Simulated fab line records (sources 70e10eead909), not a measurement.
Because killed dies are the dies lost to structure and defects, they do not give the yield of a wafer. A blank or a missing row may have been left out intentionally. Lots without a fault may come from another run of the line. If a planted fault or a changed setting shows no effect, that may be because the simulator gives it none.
Check for tools in common :: flow nandHarc :: 13 lots, 39 wafers sampled

== WHY THIS WAS OPENED ==
At NHARC_P_ZERO_WELL_CD_MEAS_24 the reading cdNm is flagged on 1 of 13 lots. Fault-free wafers read 720.3 nm, with a standard deviation of 1.7.
Rule: a lot is flagged in two cases, either no wafer of it has a number, or all its wafers with numbers fall more than 4 standard deviations from that mean. The rest of the lots are taken to be sound.

lot: L848
measured: day 1 14:41
on: cdSem-02
cdNm (nm), wafer by wafer: 721.8 722.5 721.8
flag: 

lot: L849
measured: day 1 20:46
on: cdSem-02
cdNm (nm), wafer by wafer: 720.7 720.8 725.2
flag: 

lot: L850
measured: day 2 02:47
on: cdSem-01
cdNm (nm), wafer by wafer: 724.2 723.2 721.7
flag: 

lot: L851
measured: day 2 08:29
on: cdSem-02
cdNm (nm), wafer by wafer: 720.7 719.5 719.4
flag: 

lot: L852
measured: day 2 14:37
on: cdSem-01
cdNm (nm), wafer by wafer: 721.6 720.4 721.1
flag: 

lot: L853
measured: day 2 20:29
on: cdSem-02
cdNm (nm), wafer by wafer: 721.8 722.6 721.8
flag: 

lot: L855
measured: day 3 08:34
on: cdSem-01
cdNm (nm), wafer by wafer: 720.0 719.0 716.6
flag: 

lot: L858
measured: day 4 02:20
on: cdSem-01
cdNm (nm), wafer by wafer: 718.1 720.3 719.6
flag: 

lot: L859
measured: day 4 08:41
on: cdSem-03
cdNm (nm), wafer by wafer: 719.0 720.0 722.7
flag: 

lot: L860
measured: day 4 14:29
on: cdSem-03
cdNm (nm), wafer by wafer: 718.1 719.6 721.2
flag: 

lot: L861
measured: day 4 20:29
on: cdSem-01
cdNm (nm), wafer by wafer: 721.9 721.2 722.0
flag: 

lot: L862
measured: day 5 02:35
on: cdSem-01
cdNm (nm), wafer by wafer: 721.7 722.1 719.2
flag: 

lot: L863
measured: day 5 08:28
on: cdSem-01
cdNm (nm), wafer by wafer: 697.4 695.5 693.9
flag: FLAGGED
The mean of the flagged lots' numbers is 695.6 nm, -24.7 nm from the usual (-15 standard deviations).

== TOOL THAT RAN EACH LOT ==
The record holds 1 process step before the reading, out of a route of 1159 steps. Each cell gives the tool, then ch followed by the chambers the sampled wafers passed through, then the start.
lot: L848
flag: 
NHARC_P_ZERO_WELL_EXPOSE_21: krfScanner-01 ch 0, day 1 14:32

lot: L849
flag: 
NHARC_P_ZERO_WELL_EXPOSE_21: krfScanner-04 ch 0, day 1 20:36

lot: L850
flag: 
NHARC_P_ZERO_WELL_EXPOSE_21: krfScanner-03 ch 0, day 2 02:37

lot: L851
flag: 
NHARC_P_ZERO_WELL_EXPOSE_21: krfScanner-01 ch 0, day 2 08:20

lot: L852
flag: 
NHARC_P_ZERO_WELL_EXPOSE_21: krfScanner-04 ch 0, day 2 14:27

lot: L853
flag: 
NHARC_P_ZERO_WELL_EXPOSE_21: krfScanner-04 ch 0, day 2 20:19

lot: L855
flag: 
NHARC_P_ZERO_WELL_EXPOSE_21: krfScanner-04 ch 0, day 3 08:25

lot: L858
flag: 
NHARC_P_ZERO_WELL_EXPOSE_21: krfScanner-01 ch 0, day 4 02:10

lot: L859
flag: 
NHARC_P_ZERO_WELL_EXPOSE_21: krfScanner-04 ch 0, day 4 08:32

lot: L860
flag: 
NHARC_P_ZERO_WELL_EXPOSE_21: krfScanner-04 ch 0, day 4 14:20

lot: L861
flag: 
NHARC_P_ZERO_WELL_EXPOSE_21: krfScanner-03 ch 0, day 4 20:20

lot: L862
flag: 
NHARC_P_ZERO_WELL_EXPOSE_21: krfScanner-04 ch 0, day 5 02:25

lot: L863
flag: FLAGGED
NHARC_P_ZERO_WELL_EXPOSE_21: krfScanner-04 ch 0, day 5 08:19
What these steps do:
- NHARC_P_ZERO_WELL_EXPOSE_21: exposes mask P NWELL, target cd 720 nm.
- NHARC_P_ZERO_WELL_CD_MEAS_24: target cd 720 nm.

== FLAGGED AGAINST TOTAL, ONE TOOL AT A TIME (gauges that did the reading follow at the end) ==
step: NHARC_P_ZERO_WELL_EXPOSE_21
tool: krfScanner-01
lots run: 3
flagged: 0
share of the flagged lots: none
sound lots run after its first flagged lot: -

step: NHARC_P_ZERO_WELL_EXPOSE_21
tool: krfScanner-03
lots run: 2
flagged: 0
share of the flagged lots: none
sound lots run after its first flagged lot: -

step: NHARC_P_ZERO_WELL_EXPOSE_21
tool: krfScanner-04
lots run: 8
flagged: 1
share of the flagged lots: all
sound lots run after its first flagged lot: 0

step: NHARC_P_ZERO_WELL_CD_MEAS_24
tool: cdSem-01
lots run: 7
flagged: 1
share of the flagged lots: all
sound lots run after its first flagged lot: 0

step: NHARC_P_ZERO_WELL_CD_MEAS_24
tool: cdSem-02
lots run: 4
flagged: 0
share of the flagged lots: none
sound lots run after its first flagged lot: -

step: NHARC_P_ZERO_WELL_CD_MEAS_24
tool: cdSem-03
lots run: 2
flagged: 0
share of the flagged lots: none
sound lots run after its first flagged lot: -

== WHAT THE TABLE ALLOWS ==
krfScanner-04 at NHARC_P_ZERO_WELL_EXPOSE_21 and cdSem-01 at NHARC_P_ZERO_WELL_CD_MEAS_24 are the 2 rows of the table that ran each flagged lot.
- krfScanner-04 at NHARC_P_ZERO_WELL_EXPOSE_21: 1 of its 8 lots flagged. Its last sound lot is L862 (day 5 02:25), its first flagged lot L863 (day 5 08:19): a fault that began between those two fits.
- cdSem-01 at NHARC_P_ZERO_WELL_CD_MEAS_24: 1 of its 7 lots flagged. Its last sound lot is L862 (day 5 02:35), its first flagged lot L863 (day 5 08:28): a fault that began between those two fits.
These 2 tools cannot be told apart by counting lots, since each of them fits a fault that started at some hour. More lots, or a look at what each step does to the wafer, might.

== WHAT HAD BEEN PUT IN BY THE SIMULATOR ==
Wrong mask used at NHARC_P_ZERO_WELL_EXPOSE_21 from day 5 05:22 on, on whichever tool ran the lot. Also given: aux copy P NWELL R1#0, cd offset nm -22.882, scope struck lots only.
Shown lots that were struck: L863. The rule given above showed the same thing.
